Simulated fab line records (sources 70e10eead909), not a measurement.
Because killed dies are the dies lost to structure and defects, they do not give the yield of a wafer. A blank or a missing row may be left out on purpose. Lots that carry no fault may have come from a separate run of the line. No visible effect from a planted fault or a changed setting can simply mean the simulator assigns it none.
fab line records	flow nand-harc
[record] lots = 24	wafers = 72	last-day = 25
route steps=1159 shown A_STAIRCASE@653 A_WL_FILL@814 A_CONTACT@870
lots that met no fault: taken from a fault-free run of the same line
start-h: start of the lot's first displayed wafer, in hours after the record's first day	wait-h: hours elapsed since this lot's preceding step	" repeats the value in the row above	L1.1+2: one row covering several wafers at once	- no value, or no start given	* or withheld: withheld	< > ~ a bound
route shown NAME@n: names a module that has steps shown in the file, with the first one's number in the route	usual: mean/standard deviation taken from wafers without a fault	same: alike in all rows	chamber/n: place in a boat	sites: readings site by site	_std_site: their standard deviation	_edge_site: inner sites' mean taken away from outer sites' mean	radius-mm: how far each site lies from the wafer's centre	mask NAME#n: copy n	behind: the most recent tool/chamber to have shaped the wafer	hold: reason for holding the lot/hours on hold/outcome of the hold	device: the n, p or np transistor that did not switch	end of line: at the end of the route, the tests of the same wafers	a step given without rows: its recipe and nothing more	killed: not the wafer's yield, but the dies lost to structure and defects at the first sort	map: the dies of a wafer, with x for killed, . for not killed, _ for no die there
set.NAME: the setting as run; set.NAME@STEP: as run at that earlier step	model.NAME: the simulator's own value behind a step, which no gauge read
steps of the route over a sample of lots; a table a step, a row a wafer
services: the hour from which a tool's chamber was out of use, counted from the record's first day as start-h (under 0 if before that day), plus the number of hours and why
[[steps]]
[step NHARC_A_STAIRCASE_DEP_259]
[recipe] target-thk-a = 300	target-thk-nm = 30	temp-c = 400	pressure-torr = 3.5	flow-sccm = 200	rf-w = 350	material = SiON
[usual] heater-power-w = 699/87
lot.wafer	tool	chamber	start-h	wait-h	heater-power-w
L074.1	pecvd-01	0	262.22	1.6	744
L074.3	"	1	"	"	631
L074.2	"	2	"	"	702
L075.3	pecvd-04	0	263.77	1.0	589
L075.2	"	1	"	"	579
L075.4	"	2	"	"	761
L078.2	pecvd-03	1	271.46	1.3	730
L078.5	"	2	"	"	743
L078.6	"	0	"	"	633
L077.3	pecvd-03	2	272.68	1.0	823
L077.1	"	1	"	"	830
L077.4	"	1	"	"	810
L076.2	pecvd-01	0	277.99	1.3	770
L076.6	"	1	"	"	656
L076.5	"	0	"	"	761
L079.1	pecvd-04	0	281.36	1.6	695
L079.6	"	0	"	"	680
L079.4	"	2	"	"	766
L081.1	pecvd-01	2	298.63	1.6	667
L081.2	"	0	"	"	733
L081.5	"	0	"	"	748
L080.1	pecvd-04	2	305.81	1.6	809
L080.6	"	2	"	"	803
L080.5	"	0	"	"	661
L084.4	pecvd-01	0	307.96	0.7	798
L084.5	"	1	"	"	652
L084.6	"	2	"	"	631
L083.1	pecvd-04	0	309.39	1.6	691
L083.2	"	2	"	"	802
L083.5	"	1	"	"	608
L082.2	pecvd-03	2	309.69	1.2	733
L082.1	"	0	"	"	668
L082.5	"	1	"	"	813
L088.1	pecvd-04	0	331.28	1.5	718
L088.4	"	0	"	"	734
L088.5	"	0	"	"	741
L087.3	pecvd-01	0	334.08	1.0	786
L087.1	"	1	"	"	602
L087.5	"	1	"	"	613
L085.1	pecvd-03	0	340.11	1.7	632
L085.6	"	1	"	"	802
L085.4	"	2	"	"	756
L086.1	pecvd-01	0	340.57	1.6	847
L086.2	"	1	"	"	632
L086.6	"	0	"	"	832
L090.1	pecvd-03	2	350.33	1.6	801
L090.4	"	1	"	"	860
L090.6	"	2	"	"	796
L089.1	pecvd-01	0	352.06	1.6	842
L089.3	"	0	"	"	827
L089.6	"	2	"	"	597
L092.2	pecvd-01	2	355.14	1.2	622
L092.1	"	1	"	"	649
L092.6	"	0	"	"	837
L091.3	pecvd-04	2	355.78	1.0	729
L091.2	"	0	"	"	630
L091.1	"	1	"	"	603
L094.2	pecvd-04	1	372.63	1.3	525
L094.4	"	2	"	"	818
L094.5	"	0	"	"	595
L095.3	pecvd-04	1	374.53	1.0	503
L095.4	"	2	"	"	761
L095.5	"	0	"	"	695
L093.1	pecvd-04	0	375.28	1.6	689
L093.3	"	1	"	"	582
L093.6	"	1	"	"	589
L096.2	pecvd-01	0	376.01	1.2	861
L096.1	"	2	"	"	732
L096.6	"	1	"	"	635
L097.3	pecvd-04	2	389.50	1.0	764
L097.4	"	2	"	"	736
L097.6	"	0	"	"	705
[step NHARC_A_STAIRCASE_ETCH_452]
[recipe] target-depth-a = 300	overetch-a = 30	time-s = 16.5	ion-energy-ev = 100	cf4-flow-sccm = 80	o2-flow-sccm = 20	ar-flow-sccm = 0	rf-w = 300	bias-w = 100	chemistry = CF4/O2
[usual] drypump-motor-current-A = 5.8/0.45	oes-product-au = 0.996/0.013	rf-vpp-V = 197.5/1.2	showerhead-plenum-p-Torr = 1.32/0.043	throttle-valve-pct = 13.397/0.0093
lot.wafer	tool	chamber	start-h	wait-h	drypump-motor-current-A	oes-product-au	rf-hours-counter-h	rf-vpp-V	showerhead-plenum-p-Torr	throttle-valve-pct
L074.1	rie-diel-08	2	-	-	5.9	1.003	47	198.5	1.38	13.386
L074.3	"	3	"	"	5.3	0.973	52	198.1	1.37	13.392
L074.2	"	0	"	"	6.1	0.984	44	197.2	1.26	13.384
L075.2	rie-diel-01	2	-	-	5.9	0.977	43	197.0	1.32	13.396
L075.3	"	1	"	"	5.7	1.006	44	198.6	1.37	13.406
L075.4	"	0	"	"	6.6	0.974	-	198.8	1.30	13.391
L078.2	rie-diel-01	2	-	-	5.9	0.981	45	197.9	1.32	13.389
L078.6	"	2	"	"	5.9	0.998	-	197.6	1.32	13.399
L078.5	"	3	"	"	5.5	0.996	-	196.1	1.26	13.390
L077.4	rie-diel-08	0	-	-	6.1	0.975	49	196.6	1.26	13.403
L077.1	"	1	"	"	5.0	0.999	55	197.1	1.30	13.416
L077.3	"	2	"	"	5.9	1.009	53	197.2	1.38	13.403
L076.2	rie-diel-02	0	-	-	5.1	1.011	46	196.8	1.34	13.401
L076.6	"	3	"	"	6.1	1.014	-	198.9	1.34	13.414
L076.5	"	0	"	"	5.0	1.009	-	199.9	1.34	13.421
L079.4	rie-diel-02	0	-	-	5.0	1.007	47	197.1	1.34	13.389
L079.1	"	1	"	"	6.0	0.997	46	198.4	1.38	13.381
L079.6	"	2	"	"	5.9	1.000	-	195.6	1.28	13.398
L081.1	rie-diel-08	1	-	-	5.0	1.011	64	196.3	1.30	13.366
L081.2	"	3	"	"	5.3	0.970	66	197.5	1.37	13.410
L081.5	"	1	"	"	5.0	1.009	-	197.9	1.30	13.400
L080.1	rie-diel-01	0	-	-	6.6	0.977	58	197.1	1.30	13.402
L080.6	"	0	"	"	6.6	0.969	-	197.9	1.30	13.399
L080.5	"	1	"	"	5.7	0.999	-	198.8	1.37	13.408
L084.4	rie-diel-01	2	-	-	5.9	0.998	57	198.1	1.31	13.412
L084.6	"	3	"	"	5.5	1.005	-	196.0	1.26	13.402
L084.5	"	0	"	"	6.6	0.981	-	196.6	1.30	13.391
L083.2	rie-diel-02	2	-	-	5.9	0.991	55	197.1	1.28	13.393
L083.1	"	3	"	"	6.2	1.017	53	196.4	1.33	13.385
L083.5	"	1	"	"	6.0	0.984	-	199.5	1.38	13.387
L082.2	rie-diel-01	2	-	-	5.9	0.996	58	198.4	1.31	13.403
L082.1	"	1	"	"	5.7	1.022	59	197.1	1.37	13.391
L082.5	"	3	"	"	5.5	1.013	-	196.8	1.26	13.389
L088.1	rie-diel-08	2	-	-	5.9	1.007	15	198.5	1.37	13.398
L088.4	"	2	"	"	5.9	1.002	-	199.5	1.37	13.405
L088.5	"	3	"	"	5.3	1.015	-	197.9	1.37	13.408
L087.3	rie-diel-01	1	-	-	5.7	1.007	6	198.1	1.37	13.396
L087.1	"	3	"	"	5.5	0.986	7	195.0	1.26	13.382
L087.5	"	1	"	"	5.7	1.009	-	200.4	1.37	13.381
L085.1	rie-diel-01	2	-	-	5.9	0.971	9	197.3	1.31	13.403
L085.4	"	1	"	"	5.7	0.996	9	198.1	1.37	13.391
L085.6	"	3	"	"	5.5	0.967	-	196.9	1.26	13.400
L086.1	rie-diel-01	2	-	-	5.9	0.991	11	198.2	1.31	13.410
L086.2	"	3	"	"	5.5	0.991	11	195.9	1.25	13.398
L086.6	"	2	"	"	5.9	0.993	-	197.7	1.31	13.396
L090.4	rie-diel-02	0	-	-	5.0	0.999	2	196.3	1.34	13.394
L090.1	"	1	"	"	6.0	1.002	5	198.2	1.38	13.400
L090.6	"	0	"	"	5.0	0.990	-	198.3	1.34	13.385
L089.3	rie-diel-02	2	-	-	5.9	0.998	6	195.1	1.27	13.383
L089.1	"	3	"	"	6.1	0.999	6	199.0	1.33	13.399
L089.6	"	0	"	"	5.1	0.990	-	197.7	1.34	13.404
L092.2	rie-diel-01	2	-	-	5.9	0.990	16	197.3	1.31	13.399
L092.1	"	1	"	"	5.7	1.004	16	198.0	1.37	13.394
L092.6	"	3	"	"	5.5	0.981	-	196.2	1.25	13.386
L091.3	rie-diel-02	1	-	-	6.0	0.997	8	198.8	1.38	13.411
L091.1	"	3	"	"	6.2	1.004	8	198.2	1.33	13.383
L091.2	"	0	"	"	5.0	0.994	5	198.1	1.34	13.386
L094.2	rie-diel-01	3	-	-	5.5	0.994	21	196.3	1.25	13.389
L094.4	"	0	"	"	6.6	1.002	21	197.7	1.30	13.407
L094.5	"	3	"	"	5.5	0.989	-	195.7	1.25	13.404
L095.3	rie-diel-01	3	-	-	5.5	0.993	22	197.9	1.25	13.386
L095.4	"	0	"	"	6.6	1.011	22	196.9	1.29	13.403
L095.5	"	1	"	"	5.7	1.021	-	198.5	1.37	13.398
L093.1	rie-diel-08	2	-	-	5.9	0.996	33	199.1	1.37	13.409
L093.3	"	0	"	"	6.1	1.005	26	195.4	1.26	13.403
L093.6	"	1	"	"	5.0	0.994	-	196.9	1.29	13.405
L096.1	rie-diel-01	0	-	-	6.6	1.004	23	198.0	1.29	13.394
L096.2	"	2	"	"	5.9	0.992	21	196.1	1.31	13.405
L096.6	"	0	"	"	6.6	0.993	-	197.8	1.29	13.398
L097.3	rie-diel-08	0	-	-	6.1	0.999	32	195.8	1.25	13.401
L097.4	"	2	"	"	5.9	0.997	38	199.1	1.37	13.393
L097.6	"	1	"	"	5.0	0.996	-	197.6	1.29	13.403
[step NHARC_A_STAIRCASE_ETCH_313]
[recipe] cf4-flow-sccm = 100	chf3-flow-sccm = 30	ar-flow-sccm = 0	rf-w = 500	bias-w = 200	chemistry = CF4/CHF3
[usual] chf3-flow-sccm = 30.01/0.096	drypump-motor-current-A = 5.8/0.45	oes-product-au = 0.934/0.021	rf-vpp-V = 369.9/2	showerhead-plenum-p-Torr = 1.55/0.049	throttle-valve-pct = 16.803/0.0099
lot.wafer	tool	chamber	start-h	wait-h	chf3-flow-sccm	drypump-motor-current-A	oes-product-au	rf-hours-counter-h	rf-vpp-V	showerhead-plenum-p-Torr	throttle-valve-pct
L074.1	rie-diel-01	0	268.54	0.1	30.10	6.6	0.935	46	368.0	1.54	16.785
L074.3	"	2	"	"	30.00	5.9	0.961	44	370.1	1.55	16.796
L074.2	"	3	"	"	29.99	5.5	0.962	37	368.3	1.49	16.810
L075.3	rie-diel-01	0	271.00	0.2	30.04	6.6	0.917	47	370.1	1.54	16.795
L075.4	"	1	"	"	30.04	5.7	0.929	46	372.9	1.62	16.806
L075.2	"	2	"	"	29.85	5.9	0.912	45	369.1	1.55	16.804
L078.2	rie-diel-01	1	278.63	0.1	30.09	5.7	0.931	48	372.9	1.62	16.790
L078.5	"	1	"	"	30.06	5.7	0.935	-	371.3	1.62	16.802
L078.6	"	2	"	"	29.97	5.9	0.920	-	368.1	1.55	16.806
L077.3	rie-diel-02	0	280.61	0.1	29.82	5.1	0.971	47	371.1	1.58	16.800
L077.1	"	2	"	"	30.00	5.9	0.976	45	368.2	1.51	16.833
L077.4	"	3	"	"	30.02	6.2	0.997	44	369.6	1.58	16.823
L076.2	rie-diel-02	3	284.12	0.1	30.14	6.1	0.939	44	372.4	1.58	16.798
L076.6	"	2	"	"	30.01	5.9	0.921	-	368.1	1.51	16.804
L076.5	"	3	"	"	30.13	6.1	0.931	-	370.8	1.58	16.796
L079.4	rie-diel-08	3	287.89	0.1	30.14	5.3	0.904	61	372.0	1.62	16.809
L079.1	"	1	"	"	30.12	5.0	0.926	59	368.7	1.53	16.812
L079.6	"	3	"	"	30.00	5.3	0.902	-	371.1	1.62	16.811
L081.2	rie-diel-02	2	306.95	0.1	29.86	5.9	0.964	54	367.4	1.51	16.793
L081.1	"	3	"	"	29.99	6.1	0.966	52	370.3	1.57	16.801
L081.5	"	3	"	"	30.21	6.1	0.979	-	370.3	1.57	16.803
L080.1	rie-diel-02	2	313.05	0.3	29.98	5.9	0.932	56	367.6	1.51	16.797
L080.5	"	1	"	"	30.01	6.0	0.913	-	372.5	1.62	16.807
L080.6	"	2	"	"	29.90	5.9	0.917	-	368.4	1.51	16.798
L084.4	rie-diel-01	0	314.68	0.1	29.97	6.6	0.905	61	369.4	1.53	16.791
L084.6	"	3	"	"	30.05	5.5	0.923	-	367.2	1.48	16.791
L084.5	"	0	"	"	29.94	6.6	0.907	-	368.9	1.53	16.829
L083.1	rie-diel-08	1	315.86	0.1	29.96	5.0	0.933	3	369.2	1.53	16.793
L083.2	"	2	"	"	30.28	5.9	0.959	2	372.0	1.62	16.789
L083.5	"	0	"	"	30.02	6.1	0.936	-	366.3	1.49	16.795
L082.2	rie-diel-02	2	318.72	0.2	29.93	5.9	0.936	58	368.7	1.51	16.814
L082.1	"	1	"	"	29.73	6.0	0.952	58	370.3	1.62	16.797
L082.5	"	3	"	"	29.95	6.2	0.954	-	371.4	1.57	16.801
L088.4	rie-diel-01	0	339.68	0.1	30.03	6.6	0.972	9	369.2	1.53	16.801
L088.1	"	1	"	"	30.13	5.7	0.974	9	371.4	1.61	16.798
L088.5	"	0	"	"	30.16	6.6	0.977	-	368.4	1.53	16.806
L087.3	rie-diel-08	0	341.86	0.2	30.00	6.1	0.927	8	367.2	1.49	16.808
L087.1	"	3	"	"	29.95	5.3	0.928	19	371.2	1.61	16.795
L087.5	"	2	"	"	29.92	5.9	0.919	-	373.0	1.61	16.798
L085.1	rie-diel-08	3	348.50	0.1	29.83	5.3	0.936	21	372.3	1.61	16.798
L085.4	"	2	"	"	29.85	5.9	0.939	22	373.0	1.61	16.805
L085.6	"	0	"	"	29.95	6.1	0.940	-	368.5	1.49	16.792
L086.2	rie-diel-01	2	350.15	0.1	30.04	5.9	0.916	14	369.0	1.55	16.815
L086.1	"	3	"	"	30.03	5.5	0.917	14	365.4	1.48	16.801
L086.6	"	0	"	"	30.03	6.6	0.912	-	369.4	1.53	16.798
L090.1	rie-diel-01	3	358.15	0.2	29.96	5.5	0.916	17	366.6	1.48	16.791
L090.4	"	1	"	"	30.05	5.7	0.932	17	372.0	1.61	16.798
L090.6	"	3	"	"	30.11	5.5	0.907	-	367.4	1.48	16.806
L089.1	rie-diel-01	0	359.82	0.2	29.89	6.6	0.922	18	369.6	1.53	16.799
L089.3	"	2	"	"	29.87	5.9	0.913	17	368.9	1.54	16.791
L089.6	"	3	"	"	29.91	5.5	0.902	-	367.4	1.48	16.816
L092.2	rie-diel-01	1	361.68	0.1	30.08	5.7	0.929	18	372.8	1.61	16.795
L092.1	"	3	"	"	30.02	5.5	0.913	19	365.5	1.48	16.808
L092.6	"	2	"	"	30.11	5.9	0.920	-	370.8	1.55	16.822
L091.2	rie-diel-08	0	362.61	0.2	30.04	6.1	0.920	22	369.2	1.48	16.821
L091.3	"	1	"	"	29.97	5.0	0.917	26	369.3	1.52	16.809
L091.1	"	3	"	"	29.94	5.3	0.917	30	373.0	1.61	16.797
L094.4	rie-diel-01	0	378.83	0.1	29.85	6.6	0.931	23	368.8	1.53	16.813
L094.2	"	3	"	"	29.94	5.5	0.914	23	367.1	1.48	16.802
L094.5	"	1	"	"	30.07	5.7	0.928	-	372.8	1.61	16.788
L095.4	rie-diel-08	1	381.38	0.1	29.86	5.0	0.931	33	369.9	1.52	16.808
L095.3	"	3	"	"	29.99	5.3	0.923	36	371.1	1.61	16.808
L095.5	"	2	"	"	29.95	5.9	0.936	-	373.8	1.61	16.788
L093.3	rie-diel-02	2	381.57	0.1	30.05	5.9	0.909	15	367.9	1.50	16.800
L093.1	"	0	"	"	29.98	5.1	0.909	14	370.5	1.57	16.806
L093.6	"	3	"	"	30.13	6.2	0.925	-	371.8	1.57	16.809
L096.2	rie-diel-02	0	383.13	0.1	29.91	5.1	0.968	14	370.2	1.57	16.814
L096.1	"	1	"	"	30.07	6.0	0.953	17	373.4	1.62	16.817
L096.6	"	2	"	"	29.90	5.9	0.968	-	366.4	1.50	16.813
L097.3	rie-diel-08	0	396.26	0.1	29.83	6.1	0.935	35	367.4	1.48	16.793
L097.4	"	1	"	"	29.94	5.0	0.912	38	368.7	1.52	16.792
L097.6	"	3	"	"	30.01	5.3	0.919	-	372.5	1.60	16.806
[step NHARC_A_STAIRCASE_DEP_417]
[recipe] target-thk-a = 600	step-coverage-pct = 20	temp-c = 400	target-thk-nm = 60	flow-sccm = 200	rf-w = 450	material = Si3N4
[usual] heater-power-w = 675/88
lot.wafer	tool	chamber	start-h	wait-h	heater-power-w
L074.3	pecvd-04	1	272.81	-	487
L074.2	"	2	"	"	756
L074.1	"	0	"	"	584
L075.2	pecvd-01	1	275.15	-	611
L075.3	"	2	"	"	643
L075.4	"	1	"	"	621
L078.2	pecvd-03	1	282.88	-	837
L078.5	"	2	"	"	689
L078.6	"	1	"	"	807
L077.3	pecvd-01	2	284.69	-	683
L077.1	"	0	"	"	707
L077.4	"	1	"	"	618
L076.2	pecvd-03	1	288.65	-	811
L076.5	"	1	"	"	836
L076.6	"	2	"	"	764
L079.1	pecvd-01	1	292.55	-	641
L079.4	"	2	"	"	693
L079.6	"	1	"	"	521
L081.2	pecvd-04	1	312.01	-	564
L081.1	"	2	"	"	715
L081.5	"	1	"	"	552
L080.1	pecvd-04	1	317.91	-	543
L080.5	"	2	"	"	712
L080.6	"	0	"	"	553
L084.6	pecvd-01	2	320.80	-	637
L084.4	"	0	"	"	742
L084.5	"	1	"	"	540
L083.2	pecvd-01	1	321.86	-	653
L083.1	"	2	"	"	643
L083.5	"	2	"	"	649
L082.1	pecvd-01	1	323.27	-	576
L082.2	"	0	"	"	741
L082.5	"	0	"	"	737
L088.1	pecvd-04	0	343.89	-	634
L088.4	"	2	"	"	716
L088.5	"	0	"	"	627
L087.1	pecvd-04	2	346.32	-	745
L087.3	"	1	"	"	556
L087.5	"	0	"	"	670
L085.1	pecvd-01	0	353.10	-	799
L085.6	"	0	"	"	816
L085.4	"	1	"	"	594
L086.1	pecvd-03	2	354.47	-	738
L086.2	"	1	"	"	789
L086.6	"	2	"	"	701
L090.1	pecvd-03	1	362.66	-	726
L090.4	"	2	"	"	679
L090.6	"	0	"	"	672
L089.3	pecvd-04	1	363.98	-	493
L089.1	"	2	"	"	626
L089.6	"	2	"	"	649
L092.2	pecvd-03	1	365.74	-	736
L092.1	"	2	"	"	757
L092.6	"	1	"	"	753
L091.2	pecvd-01	0	367.10	-	786
L091.3	"	1	"	"	615
L091.1	"	2	"	"	652
L094.2	pecvd-01	0	383.36	-	842
L094.5	"	2	"	"	649
L094.4	"	0	"	"	829
L093.3	pecvd-01	0	385.88	-	733
L093.1	"	1	"	"	592
L093.6	"	1	"	"	593
L095.3	pecvd-03	0	386.05	-	570
L095.5	"	1	"	"	718
L095.4	"	0	"	"	582
L096.1	pecvd-03	0	387.73	-	638
L096.2	"	1	"	"	857
L096.6	"	0	"	"	640
L097.3	pecvd-04	2	401.82	-	800
L097.6	"	1	"	"	498
L097.4	"	2	"	"	825
[step NHARC_A_WL_FILL_ETCHBACK_04]
[recipe] target-depth-a = 600	time-s = 120	chemistry = NF3
[usual] drypump-motor-current-A = 5.3/0.41	oes-product-au = 0.993/0.011
lot.wafer	tool	chamber	start-h	wait-h	drypump-motor-current-A	oes-product-au	rf-hours-counter-h
L075.2	rie-metal-01	1	344.56	2.9	5.5	1.006	0.0
L075.3	"	1	"	"	5.5	1.009	-
L075.4	"	0	"	"	6.0	0.995	-
L074.1	rie-metal-03	0	345.98	5.2	5.1	0.996	1.4
L074.2	"	1	"	"	5.6	0.973	1.4
L074.3	"	1	"	"	5.6	0.979	-
L078.2	rie-metal-02	1	351.32	2.4	5.0	0.990	3.4
L078.6	"	1	"	"	5.0	0.988	-
L078.5	"	0	"	"	4.8	0.986	-
L077.1	rie-metal-01	1	351.76	2.4	5.5	1.006	0.2
L077.3	"	0	"	"	6.0	0.998	-
L077.4	"	1	"	"	5.5	1.001	-
L079.1	rie-metal-03	1	364.83	2.9	5.5	0.989	2.0
L079.4	"	1	"	"	5.6	0.977	-
L079.6	"	1	"	"	5.5	0.977	-
L076.2	rie-metal-02	1	365.06	2.9	4.9	1.014	3.7
L076.6	"	1	"	"	5.0	1.004	-
L076.5	"	0	"	"	4.8	1.006	-
L081.1	rie-metal-03	1	382.67	2.8	5.6	0.973	2.5
L081.2	"	0	"	"	5.1	0.997	2.5
L081.5	"	0	"	"	5.1	0.995	-
L084.4	rie-metal-03	0	385.60	1.5	5.1	0.984	-
L084.5	"	0	"	"	5.1	0.991	-
L084.6	"	1	"	"	5.6	0.966	-
L080.1	rie-metal-03	0	388.36	2.4	5.1	1.003	3.0
L080.5	"	1	"	"	5.5	0.977	-
L080.6	"	0	"	"	5.1	0.991	-
L082.1	rie-metal-03	1	396.33	2.4	5.5	0.981	3.3
L082.2	"	0	"	"	5.1	1.001	3.3
L082.5	"	1	"	"	5.5	0.979	-
L083.2	rie-metal-01	0	397.34	2.4	6.0	0.989	1.7
L083.1	"	1	"	"	5.5	1.004	1.7
L083.5	"	0	"	"	6.0	0.985	-
L087.1	rie-metal-03	1	412.02	2.4	5.6	1.003	3.7
L087.3	"	0	"	"	5.1	0.991	-
L087.5	"	1	"	"	5.6	0.994	-
L088.1	rie-metal-01	1	412.77	2.4	5.4	1.007	2.4
L088.4	"	1	"	"	5.5	1.010	-
L088.5	"	0	"	"	6.0	0.988	-
L085.1	rie-metal-01	1	425.03	2.4	5.5	1.002	2.6
L085.4	"	0	"	"	6.0	0.993	-
L085.6	"	1	"	"	5.5	1.004	-
L086.2	rie-metal-02	1	425.44	2.8	4.9	0.987	0.4
L086.1	"	0	"	"	4.8	1.000	0.8
L086.6	"	0	"	"	4.8	0.993	-
L090.1	rie-metal-01	1	436.74	2.9	5.5	1.003	2.9
L090.4	"	1	"	"	5.5	0.994	-
L090.6	"	1	"	"	5.5	1.001	-
L091.1	rie-metal-02	0	437.40	2.8	4.8	1.003	1.0
L091.2	"	1	"	"	4.9	0.997	0.6
L091.3	"	1	"	"	4.9	0.991	-
L092.2	rie-metal-02	1	439.52	2.4	5.0	0.995	0.8
L092.1	"	0	"	"	4.8	0.999	1.2
L092.6	"	0	"	"	4.8	0.990	-
L089.1	rie-metal-02	0	441.76	2.4	4.8	0.999	1.5
L089.3	"	1	"	"	4.9	0.990	-
L089.6	"	0	"	"	4.8	1.003	-
L095.3	rie-metal-01	0	460.33	1.9	6.0	0.994	-
L095.4	"	1	"	"	5.5	1.001	-
L095.5	"	0	"	"	6.0	0.992	-
L094.2	rie-metal-03	1	463.09	2.8	5.6	0.971	0.0
L094.4	"	0	"	"	5.1	0.965	-
L094.5	"	0	"	"	5.1	0.965	-
L096.1	rie-metal-02	1	464.51	2.8	5.0	0.998	1.6
L096.2	"	0	"	"	4.8	1.007	2.0
L096.6	"	1	"	"	5.0	1.000	-
L093.1	rie-metal-01	0	465.90	2.4	6.0	1.009	4.1
L093.3	"	1	"	"	5.4	1.004	-
L093.6	"	1	"	"	5.5	0.998	-
L097.3	rie-metal-02	1	479.50	2.0	5.0	0.990	-
L097.4	"	0	"	"	4.8	1.018	-
L097.6	"	0	"	"	4.8	1.009	-
[step NHARC_A_CONTACT_ETCH_119]
[recipe] source-w = withheld	pressure-mtorr = 20	bias-v = 3000	time-s = 94	target-depth-a = 9220	ar-flow-sccm = withheld	c4f8-flow-sccm = withheld	o2-flow-sccm = withheld	chemistry = C4F8/O2/Ar
lot.wafer	tool	chamber	start-h	wait-h	rf-hours-counter-h
L075.2	har-cap-etch-01	1	376.42	0.1	57
L075.4	"	0	"	"	-
L075.3	"	1	"	"	-
L074.2	har-cap-etch-02	1	377.47	0.1	11
L074.1	"	0	"	"	11
L074.3	"	1	"	"	-
L077.1	har-cap-etch-03	0	380.81	0.1	88
L077.4	"	1	"	"	-
L077.3	"	0	"	"	-
L078.2	har-cap-etch-01	0	381.59	0.1	58
L078.6	"	0	"	"	-
L078.5	"	1	"	"	-
L079.1	har-cap-etch-01	1	400.61	0.1	62
L079.4	"	0	"	"	-
L079.6	"	0	"	"	-
L076.2	har-cap-etch-02	1	401.13	0.1	15
L076.5	"	0	"	"	-
L076.6	"	1	"	"	-
L084.4	har-cap-etch-02	1	411.18	0.1	-
L084.5	"	0	"	"	-
L084.6	"	1	"	"	-
L081.2	har-cap-etch-03	0	411.32	0.1	93
L081.1	"	1	"	"	93
L081.5	"	0	"	"	-
L080.1	har-cap-etch-03	0	416.60	0.1	94
L080.6	"	0	"	"	-
L080.5	"	1	"	"	-
L083.1	har-cap-etch-01	1	426.50	0.1	66
L083.2	"	0	"	"	66
L083.5	"	0	"	"	-
L082.1	har-cap-etch-03	1	428.06	0.1	97
L082.2	"	0	"	"	97
L082.5	"	0	"	"	-
L088.1	har-cap-etch-01	0	440.98	0.1	69
L088.4	"	1	"	"	-
L088.5	"	1	"	"	-
L087.1	har-cap-etch-03	1	441.48	0.1	100
L087.3	"	1	"	"	-
L087.5	"	1	"	"	-
L086.1	har-cap-etch-02	0	454.42	0.1	23
L086.2	"	1	"	"	23
L086.6	"	0	"	"	-
L085.1	har-cap-etch-01	1	455.14	0.1	72
L085.4	"	1	"	"	-
L085.6	"	0	"	"	-
L090.1	har-cap-etch-02	0	465.65	0.1	24
L090.4	"	1	"	"	-
L090.6	"	0	"	"	-
L091.1	har-cap-etch-03	0	465.93	0.1	104
L091.2	"	1	"	"	104
L091.3	"	1	"	"	-
L092.1	har-cap-etch-02	0	471.04	0.1	26
L092.2	"	1	"	"	26
L092.6	"	1	"	"	-
L089.1	har-cap-etch-03	1	476.91	0.1	106
L089.3	"	0	"	"	-
L089.6	"	0	"	"	-
L094.2	har-cap-etch-03	0	492.24	0.1	108
L094.4	"	1	"	"	-
L094.5	"	1	"	"	-
L095.3	har-cap-etch-02	0	496.38	0.1	-
L095.4	"	1	"	"	-
L095.5	"	0	"	"	-
L096.1	har-cap-etch-03	1	501.17	0.1	109
L096.2	"	0	"	"	109
L096.6	"	0	"	"	-
L093.1	har-cap-etch-02	1	501.63	0.1	31
L093.3	"	0	"	"	-
L093.6	"	0	"	"	-
L097.4	har-cap-etch-01	0	509.41	0.1	-
L097.3	"	1	"	"	-
L097.6	"	0	"	"	-
[[services]]
tool	chamber	start-h	hours	kind
rie-diel-08	0	240.17	12.9	repair
pecvd-04	-	240.46	0.5	repair
rie-diel-01	3	256.86	8.8	repair
rie-diel-02	3	267.86	7.5	repair
rie-diel-08	-	301.82	9.0	pm
rie-diel-01	-	314.97	9.0	pm
rie-diel-08	0	318.40	14.4	repair
rie-diel-02	-	328.58	9.0	pm
pecvd-04	1	331.20	11.3	repair
rie-diel-08	1	331.54	11.2	repair
rie-diel-02	0	337.94	7.0	repair
pecvd-01	-	344.04	0.2	repair
pecvd-04	-	376.00	13.0	pm
rie-diel-02	3	384.07	6.7	repair
pecvd-01	-	411.29	0.9	repair
pecvd-01	-	418.26	13.0	pm
rie-diel-02	0	446.67	2.1	repair
pecvd-01	2	477.28	21.3	repair
rie-diel-08	-	478.82	9.0	pm
rie-diel-01	2	489.91	1.6	repair
rie-diel-01	-	491.97	9.0	pm
rie-diel-08	0	503.22	3.3	repair
rie-diel-02	-	505.58	9.0	pm
rie-diel-08	-	509.28	0.1	repair
[[key]]
fault none
